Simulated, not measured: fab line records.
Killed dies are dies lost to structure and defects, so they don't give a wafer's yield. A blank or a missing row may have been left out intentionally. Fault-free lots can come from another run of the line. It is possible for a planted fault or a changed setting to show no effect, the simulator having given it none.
fab line records | flow nand-harc
[record] lots = 11 wafers = 33 last-day = 24
route steps=1159 shown A_SLIT@790 A_SIN_REMOVE@808 END@1159
lots that met no fault: from a run of the same line without faults
start-h: hours from the record's opening day to when the first of the lot's shown wafers began | wait-h: hours since the lot's step before | " repeats the value in the row above | L1.1+2: a single row standing in for several wafers | - either no value or no given start | * or withheld: withheld | < > ~ a bound
route shown NAME@n: a module of which the file shows steps, and the number in the route of the first | usual: the fault-free wafers' mean and standard deviation | same: alike in all rows | chamber/n: place in a boat | sites: readings site by site | _std_site: their standard deviation | _edge_site: the outer-site mean with the inner-site mean subtracted | radius-mm: for every site, how far away it sits from the centre of the wafer | mask NAME#n: copy n | behind: the last tool/chamber to shape the wafer | hold: what put the lot on hold/how long, in hours/how the hold closed | device: transistor that didn't switch, given as n, p or np | end of line: the tests these same wafers got at the end of their route | a step with no rows: only its recipe | killed: not the wafer's yield, but the dies lost to structure and defects at the first sort | map: per-die view of a wafer (x killed, . not killed, _ where there is no die)
set.NAME: setting as actually run; set.NAME@STEP: the setting as run at that earlier step | model.NAME: the simulator's own value behind a step, which no gauge read
route steps across a sampled set of lots; one table per step, one row per wafer
services: the hour from which a tool's chamber was out of use, counted from the record's first day as start-h (under 0 if before that day), plus the number of hours and why
[[steps]]
[step NHARC_A_SLIT_CD_MEAS_09]
[recipe] target-cd-nm = 300 landing-energy-ev = 500
[usual] cd-nm = 300.1/0.55
// columns lot.wafer tool chamber start-h wait-h cd-nm
L610.4 cd-sem-03 0 346.51 - 299.9
L610.5 " 0 " " 299.1
L610.6 " 0 " " 298.5
L614.2 cd-sem-02 0 352.39 - 300.2
L614.3 " 0 " " 299.9
L614.5 " 0 " " 300.3
L615.1 cd-sem-02 0 365.90 - 298.9
L615.3 " 0 " " 299.5
L615.6 " 0 " " 300.1
L616.1 cd-sem-01 0 372.99 - 300.4
L616.3 " 0 " " 300.6
L616.5 " 0 " " 300.0
L618.1 cd-sem-02 0 400.96 - 300.1
L618.3 " 0 " " 300.7
L618.5 " 0 " " 300.8
L622.1 cd-sem-02 0 408.44 - 300.3
L622.5 " 0 " " 299.4
L622.6 " 0 " " 299.6
L626.2 cd-sem-02 0 423.77 - 300.5
L626.4 " 0 " " 300.2
L626.6 " 0 " " 300.9
L627.1 cd-sem-01 0 429.52 - 299.4
L627.2 " 0 " " 298.8
L627.5 " 0 " " 300.0
L628.2 cd-sem-01 0 439.27 - 300.2
L628.4 " 0 " " 299.8
L628.6 " 0 " " 300.5
L629.1 cd-sem-02 0 440.02 - 301.1
L629.3 " 0 " " 301.0
L629.5 " 0 " " 300.6
L630.1 cd-sem-01 0 465.13 - 299.9
L630.2 " 0 " " 299.2
L630.3 " 0 " " 299.4
[step NHARC_A_SLIT_DESCUM_14]
[recipe] time-s = 3 o2-flow-sccm = 200 ar-flow-sccm = 0 bias-power-w = 0 chemistry = O2
[usual] drypump-motor-current-A = 5.90/0.23 oes-product-au = 1.001/0.0095 rf-vpp-V = 57.8/0.9 showerhead-plenum-p-Torr = 1.93/0.061 throttle-valve-pct = 11.311/0.009
// columns lot.wafer tool chamber start-h wait-h drypump-motor-current-A oes-product-au rf-hours-counter-h rf-vpp-V showerhead-plenum-p-Torr throttle-valve-pct
L610.4 rie-diel-07 1 346.71 0.1 5.39 1.003 7 58.1 2.02 11.317
L610.5 " 2 " " 5.77 0.999 - 58.0 1.99 11.308
L610.6 " 3 " " 5.40 0.994 - 59.2 1.96 11.325
L614.2 rie-diel-02 3 352.58 0.1 5.95 0.995 2 58.9 1.84 11.312
L614.3 " 2 " " 5.99 0.997 1 58.9 2.02 11.308
L614.5 " 3 " " 5.91 1.002 - 58.7 1.84 11.304
L615.1 rie-diel-02 3 366.08 0.1 5.91 0.991 2 58.1 1.84 11.304
L615.3 " 1 " " 6.04 0.999 2 56.8 1.88 11.299
L615.6 " 0 " " 5.75 0.997 - 57.4 1.98 11.334
L616.3 rie-diel-06 0 373.18 0.1 6.17 0.993 10 58.0 1.89 11.304
L616.1 " 2 " " 5.85 1.004 10 59.0 1.92 11.316
L616.5 " 1 " " 5.89 1.015 - 57.9 1.92 11.308
L618.1 rie-diel-02 3 401.14 0.1 5.88 1.012 6 58.0 1.84 11.303
L618.3 " 1 " " 6.04 1.003 4 58.4 1.88 11.316
L618.5 " 3 " " 5.85 0.996 - 58.2 1.84 11.316
L622.1 rie-diel-06 1 408.62 0.1 5.90 1.005 11 57.9 1.92 11.317
L622.5 " 1 " " 5.89 1.009 - 58.2 1.92 11.326
L622.6 " 2 " " 5.88 1.014 - 58.1 1.92 11.310
L626.2 rie-diel-02 3 423.97 0.1 5.90 0.994 8 56.2 1.84 11.302
L626.4 " 0 " " 5.77 1.013 6 58.4 1.97 11.305
L626.6 " 2 " " 6.02 0.996 - 57.7 2.01 11.308
L627.2 rie-diel-07 0 429.71 0.1 6.45 1.007 1 58.6 1.91 11.309
L627.1 " 2 " " 5.82 0.972 1 58.6 1.98 11.304
L627.5 " 0 " " 6.41 0.992 - 57.2 1.92 11.307
L628.2 rie-diel-06 1 439.46 0.1 5.88 1.003 0 58.2 1.92 11.305
L628.4 " 2 " " 5.86 0.998 0 57.5 1.92 11.319
L628.6 " 1 " " 5.87 0.988 - 56.5 1.92 11.326
L629.3 rie-diel-02 3 440.21 0.1 5.91 1.003 10 57.4 1.83 11.310
L629.1 " 2 " " 5.99 1.003 9 57.0 2.01 11.314
L629.5 " 3 " " 5.93 1.004 - 58.5 1.83 11.308
L630.3 rie-diel-02 0 465.32 0.1 5.80 0.997 9 58.3 1.97 11.302
L630.1 " 1 " " 6.05 0.997 11 57.6 1.87 11.299
L630.2 " 2 " " 5.99 0.988 11 58.0 2.01 11.306
[step NHARC_A_SLIT_ETCH_26]
[recipe] bias-v = 400 source-w = 2000 pressure-mtorr = 25 time-s = 90 ar-flow-sccm = 375 c4f8-flow-sccm = 41.7 o2-flow-sccm = 83.3 target-depth-a = 4000 chemistry = C4F8/O2/Ar
[usual] drypump-motor-current-A = 5.7/0.51 showerhead-plenum-p-Torr = 3.67/0.1 throttle-valve-pct = 27.619/0.0095
// columns lot.wafer tool chamber start-h wait-h drypump-motor-current-A rf-hours-counter-h showerhead-plenum-p-Torr throttle-valve-pct
L610.4 har-etch-01 0 353.09 0.6 6.1 - 3.75 27.618
L610.5 " 1 " " 5.2 - 3.60 27.599
L610.6 " 0 " " 6.2 - 3.75 27.610
L614.2 har-etch-02 1 354.84 1.2 5.1 193 3.56 27.608
L614.3 " 1 " " 5.1 - 3.56 27.618
L614.5 " 1 " " 5.1 - 3.56 27.617
L615.1 har-etch-01 1 368.37 1.0 5.2 22 3.60 27.632
L615.3 " 0 " " 6.2 - 3.74 27.615
L615.6 " 0 " " 6.1 - 3.74 27.612
L616.1 har-etch-01 1 377.82 1.0 5.2 28 3.59 27.603
L616.3 " 0 " " 6.2 - 3.74 27.631
L616.5 " 1 " " 5.2 - 3.59 27.613
L618.1 har-etch-02 1 403.60 1.0 5.2 213 3.54 27.637
L618.3 " 0 " " 6.3 - 3.79 27.618
L618.5 " 1 " " 5.2 - 3.54 27.623
L622.1 har-etch-01 0 411.16 1.3 6.1 43 3.73 27.617
L622.6 " 0 " " 6.1 - 3.73 27.627
L622.5 " 1 " " 5.2 - 3.59 27.630
L626.2 har-etch-01 0 426.62 1.2 6.2 50 3.73 27.615
L626.4 " 1 " " 5.2 - 3.58 27.618
L626.6 " 0 " " 6.2 - 3.73 27.621
L627.2 har-etch-01 1 431.93 1.2 5.2 52 3.58 27.619
L627.1 " 0 " " 6.2 52 3.73 27.608
L627.5 " 1 " " 5.2 - 3.58 27.621
L628.2 har-etch-02 1 442.96 1.2 5.2 231 3.53 27.623
L628.4 " 1 " " 5.2 - 3.53 27.615
L628.6 " 1 " " 5.2 - 3.53 27.624
L629.1 har-etch-01 0 443.42 1.0 6.1 57 3.72 27.621
L629.3 " 0 " " 6.2 - 3.72 27.617
L629.5 " 1 " " 5.2 - 3.58 27.629
L630.1 har-etch-02 0 468.67 1.2 6.2 237 3.78 27.607
L630.2 " 1 " " 5.1 237 3.53 27.625
L630.3 " 1 " " 5.1 - 3.53 27.629
[step NHARC_A_SLIT_STRIP_18]
[recipe] o2-flow-sccm = 500 ar-flow-sccm = 0 bias-w = 0 chemistry = O2
[usual] drypump-motor-current-A = 5.9/0.31 oes-product-au = 1.002/0.011 rf-vpp-V = 57.8/0.89 showerhead-plenum-p-Torr = 3.56/0.1 throttle-valve-pct = 17.038/0.009
// columns lot.wafer tool chamber start-h wait-h drypump-motor-current-A oes-product-au rf-hours-counter-h rf-vpp-V showerhead-plenum-p-Torr throttle-valve-pct
L610.4 rie-diel-06 2 - - 5.8 1.003 8 56.4 3.55 17.041
L610.6 " 2 " " 5.9 1.015 - 57.4 3.54 17.041
L610.5 " 3 " " 5.9 1.007 - 58.0 3.44 17.023
L614.2 rie-diel-06 1 - - 5.9 1.004 6 57.0 3.53 17.034
L614.3 " 0 " " 6.2 0.985 8 58.5 3.49 17.030
L614.5 " 1 " " 5.9 1.013 - 57.3 3.53 17.033
L615.1 rie-diel-02 0 - - 5.7 0.992 2 58.9 3.64 17.031
L615.3 " 2 " " 6.0 0.988 3 57.1 3.70 17.055
L615.6 " 3 " " 5.9 1.008 - 56.0 3.40 17.032
L616.1 rie-diel-02 0 - - 5.8 1.010 3 58.4 3.64 17.057
L616.3 " 3 " " 5.9 1.021 4 57.1 3.40 17.042
L616.5 " 0 " " 5.8 0.999 - 58.4 3.64 17.045
L618.1 rie-diel-02 0 - - 5.7 0.987 4 57.7 3.63 17.041
L618.3 " 3 " " 5.9 0.999 6 56.7 3.39 17.044
L618.5 " 0 " " 5.8 0.998 - 58.9 3.64 17.042
L622.1 rie-diel-02 2 - - 6.0 0.998 6 57.4 3.70 17.044
L622.6 " 1 " " 6.0 1.008 - 58.1 3.46 17.037
L622.5 " 2 " " 6.0 0.995 - 59.1 3.70 17.045
L626.2 rie-diel-02 2 - - 6.0 0.993 8 58.8 3.70 17.044
L626.4 " 3 " " 5.8 1.018 9 57.9 3.39 17.044
L626.6 " 2 " " 6.0 0.996 - 58.0 3.70 17.049
L627.2 rie-diel-02 0 - - 5.8 1.010 7 58.3 3.63 17.033
L627.1 " 3 " " 5.9 1.005 9 57.7 3.39 17.055
L627.5 " 0 " " 5.8 1.007 - 58.0 3.63 17.043
L628.2 rie-diel-02 3 - - 5.9 1.007 11 57.4 3.39 17.049
L628.4 " 2 " " 6.1 1.006 10 57.6 3.70 17.032
L628.6 " 0 " " 5.7 0.994 - 57.4 3.63 17.051
L629.1 rie-diel-07 1 - - 5.4 1.009 1 58.8 3.71 17.016
L629.3 " 2 " " 5.7 0.966 1 59.4 3.65 17.035
L629.5 " 1 " " 5.4 1.018 - 58.0 3.71 17.044
L630.1 rie-diel-06 1 - - 5.9 1.013 3 55.7 3.53 17.046
L630.3 " 2 " " 5.9 1.004 3 56.5 3.54 17.026
L630.2 " 3 " " 5.9 0.987 2 57.5 3.43 17.041
[step NHARC_A_SIN_REMOVE_INSPECT_04]
[usual] raw-defect-count = 291/81
// columns lot.wafer tool chamber start-h wait-h raw-defect-count
L610.4 defect-inspect-02 - 359.31 0.0 203
L610.5 " - " " 203
L610.6 " - " " 405
L614.2 defect-inspect-01 - 364.06 0.0 267
L614.3 " - " " 249
L614.5 " - " " 249
L615.1 defect-inspect-01 - 377.19 0.0 197
L615.3 " - " " 246
L615.6 " - " " 267
L616.1 defect-inspect-02 - 386.69 0.0 200
L616.3 " - " " 270
L616.5 " - " " 215
L618.1 defect-inspect-02 - 412.46 0.0 378
L618.3 " - " " 225
L618.5 " - " " 270
L622.1 defect-inspect-01 - 420.07 0.0 218
L622.5 " - " " 190
L622.6 " - " " 171
L626.2 defect-inspect-01 - 433.09 0.0 230
L626.4 " - " " 257
L626.6 " - " " 171
L627.1 defect-inspect-02 - 440.79 0.0 731
L627.2 " - " " 776
L627.5 " - " " 699
L628.2 defect-inspect-02 - 451.81 0.0 270
L628.4 " - " " 242
L628.6 " - " " 367
L629.1 defect-inspect-01 - 451.81 0.0 636
L629.3 " - " " 755
L629.5 " - " " 606
L630.1 defect-inspect-01 - 475.84 0.0 323
L630.2 " - " " 257
L630.3 " - " " 419
[step NHARC_END_SORT_01]
[recipe] temp-c = 25
[usual] killed-at-array = 29/9.4 killed-at-other = 0.7/1.3 killed-at-periphery = 2.9/2.1 killed-dies = 32/9 killed-open = 3.3/1.8 killed-short = 1.9/1.4
[same] gross-dies = 677
// columns lot.wafer tool chamber start-h wait-h killed-at-array killed-at-other killed-at-periphery killed-dies killed-open killed-short
L614.2 prober-01 0 488.00 2.8 40 1 1 42 2 1
L614.3 prober-01 0 488.82 3.1 29 1 4 34 1 1
L614.5 prober-01 0 490.47 3.8 30 1 2 33 3 1
L616.1 prober-01 0 511.00 2.5 24 0 2 26 2 3
L616.5 prober-01 0 514.19 3.7 24 0 2 26 4 1
L629.1 prober-01 0 563.67 2.5 89 1 0 90 2 3
L629.3 prober-01 0 565.25 3.1 96 0 6 102 3 4
L629.5 prober-01 0 566.83 3.7 90 1 7 98 5 4
L627.1 prober-02 0 571.31 2.5 104 0 1 105 4 2
L627.2 prober-02 0 572.11 2.8 102 0 5 107 6 0
L627.5 prober-02 0 574.51 3.7 107 0 3 110 6 0
// killed by level:class
L614.2 A_CHANNEL_HOLE_D1:chamber-film-flake=16 A_SLIT:chamber-film-flake=12 A_STAIRCASE:chamber-film-flake=5 A_WL_FILL:chamber-film-flake=3 P_M0:geometric-particle:open=1 A_CHANNEL_FILL_D1:geometric-particle:short=1 A_M0:geometric-particle:open=1 A_CHANNEL_FILL_D1:chamber-film-flake=1
L614.3 A_SLIT:chamber-film-flake=13 A_CHANNEL_HOLE_D1:chamber-film-flake=8 P_ZERO_WELL:chamber-film-flake=3 A_WL_FILL:chamber-film-flake=3 A_ONON_D1:geometric-particle:short=1 A_M0:geometric-particle:open=1 P_CONTACT:chamber-film-flake=1 A_ZERO_WELL:chamber-film-flake=1
L614.5 A_SLIT:chamber-film-flake=12 A_CHANNEL_HOLE_D1:chamber-film-flake=9 A_CONTACT:chamber-film-flake=4 A_WL_FILL:geometric-particle:open=2 A_M0:geometric-particle:open=1 A_M0:geometric-particle:short=1 P_ZERO_WELL:chamber-film-flake=1 P_CONTACT:chamber-film-flake=1
L616.1 A_CONTACT:chamber-film-flake=8 A_CHANNEL_HOLE_D1:chamber-film-flake=6 A_WL_FILL:chamber-film-flake=3 A_ONON_D1:geometric-particle:open=2 P_M0:chamber-film-flake=2 A_ONON_D1:geometric-particle:short=1 A_CHANNEL_FILL_D1:geometric-particle:short=1 A_M1:geometric-particle:short=1
L616.5 A_CONTACT:chamber-film-flake=11 A_CHANNEL_HOLE_D1:chamber-film-flake=5 A_CONTACT:geometric-particle:open=3 A_STAIRCASE:chamber-film-flake=2 P_CONTACT:geometric-particle:short=1 A_ONON_D1:geometric-particle:open=1 P_M0:chamber-film-flake=1 A_ZERO_WELL:chamber-film-flake=1
L629.1 A_SLIT:unspecified=77 A_CHANNEL_HOLE_D1:chamber-film-flake=6 A_CONTACT:chamber-film-flake=2 A_CHANNEL_FILL_D1:geometric-particle:short=1 A_WL_FILL:geometric-particle:short=1 A_CONTACT:geometric-particle:open=1 A_M0:geometric-particle:short=1 STARTING-WAFER:geometric-particle:open=1
L629.3 A_SLIT:unspecified=76 A_CHANNEL_HOLE_D1:chamber-film-flake=13 A_WL_FILL:geometric-particle:short=2 P_GATE:chamber-film-flake=2 P_M0:chamber-film-flake=2 P_CONTACT:geometric-particle:open=1 A_CHANNEL_HOLE_D1:geometric-particle:short=1 A_SGD_CUT:geometric-particle:open=1
L629.5 A_SLIT:unspecified=75 A_CHANNEL_HOLE_D1:chamber-film-flake=9 A_WL_FILL:geometric-particle:open=3 A_CONTACT:geometric-particle:short=2 P_CONTACT:chamber-film-flake=2 P_CONTACT:geometric-particle:open=1 P_M0:geometric-particle:open=1 A_ONON_D1:geometric-particle:short=1
L627.1 A_SLIT:unspecified=77 A_CHANNEL_HOLE_D1:chamber-film-flake=19 A_WL_FILL:geometric-particle:short=2 P_STI:geometric-particle:open=1 A_SOURCE_PLATE:geometric-particle:open=1 A_CONTACT:geometric-particle:open=1 A_M0:geometric-particle:open=1 A_ZERO_WELL:chamber-film-flake=1
L627.2 A_SLIT:unspecified=74 A_CHANNEL_HOLE_D1:chamber-film-flake=22 A_CHANNEL_FILL_D1:geometric-particle:open=2 A_CONTACT:chamber-film-flake=2 P_GATE:geometric-particle:open=1 P_CONTACT:geometric-particle:open=1 P_M0:geometric-particle:open=1 A_CONTACT:geometric-particle:open=1
L627.5 A_SLIT:unspecified=72 A_CHANNEL_HOLE_D1:chamber-film-flake=23 A_CONTACT:chamber-film-flake=3 A_ONON_D1:geometric-particle:open=2 A_CONTACT:geometric-particle:open=2 P_STI:chamber-film-flake=2 A_STAIRCASE:chamber-film-flake=2 A_WL_FILL:chamber-film-flake=2
[[services]]
// columns tool chamber start-h hours kind
rie-diel-02 - 327.70 9.0 pm
rie-diel-02 0 327.70 9.0 vent-cycle
rie-diel-02 1 327.70 9.0 vent-cycle
rie-diel-02 2 327.70 9.0 vent-cycle
rie-diel-02 3 327.70 9.0 vent-cycle
rie-diel-02 0 336.70 - clean
rie-diel-02 1 336.70 - clean
rie-diel-02 2 336.70 - clean
rie-diel-02 3 336.70 - clean
rie-diel-07 3 337.54 5.3 repair
har-etch-01 - 342.14 3.5 repair
rie-diel-06 - 342.28 0.6 repair
rie-diel-06 - 342.88 1.2 repair
har-etch-02 - 357.87 6.0 repair
rie-diel-02 0 361.20 - clean
rie-diel-02 1 361.20 - clean
rie-diel-02 2 361.20 - clean
rie-diel-02 2 382.50 8.2 repair
rie-diel-02 0 388.96 12.8 repair
rie-diel-07 2 404.52 7.0 repair
rie-diel-07 - 404.90 0.2 repair
rie-diel-07 - 405.20 9.0 pm
rie-diel-06 - 418.20 9.0 pm
rie-diel-02 3 463.07 2.8 repair
[[key]]
[first-sign] step = NHARC_A_SIN_REMOVE_INSPECT_04 reading = raw-defect-count direction = up sigmas = 5.1 usual = 291 struck = 700
[effect] step = NHARC_END_SORT_01 reading = killed-dies direction = up sigmas = 7.8 usual = 32 struck = 102
[more-kills-born-at] NHARC_A_SLIT_ETCH_26@har-etch-01 = 449
met-at NHARC_A_SLIT_ETCH_26
struck-lots L627,L629
tester-left-out L627,L629
not-acting-at NHARC_A_SLIT_CD_MEAS_09,NHARC_A_SLIT_DESCUM_14,NHARC_A_SLIT_STRIP_18
onset-between 426.62 431.93
[fault] kind = chamber-particle-source tool = har-etch-01 chamber = - onset-h = 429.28 steps = NHARC_A_SLIT_ETCH_26 rate-per-visit-cm2 = 0.53145 end-h = 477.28
// tester-left-out: of these lots the tester's yield and bins aren't shown, on N5 and GAA mostly nor the transistor test; their killed dies are dies lost to structure and defects alone, not to doping, threshold or leakage, so they don't give the yield
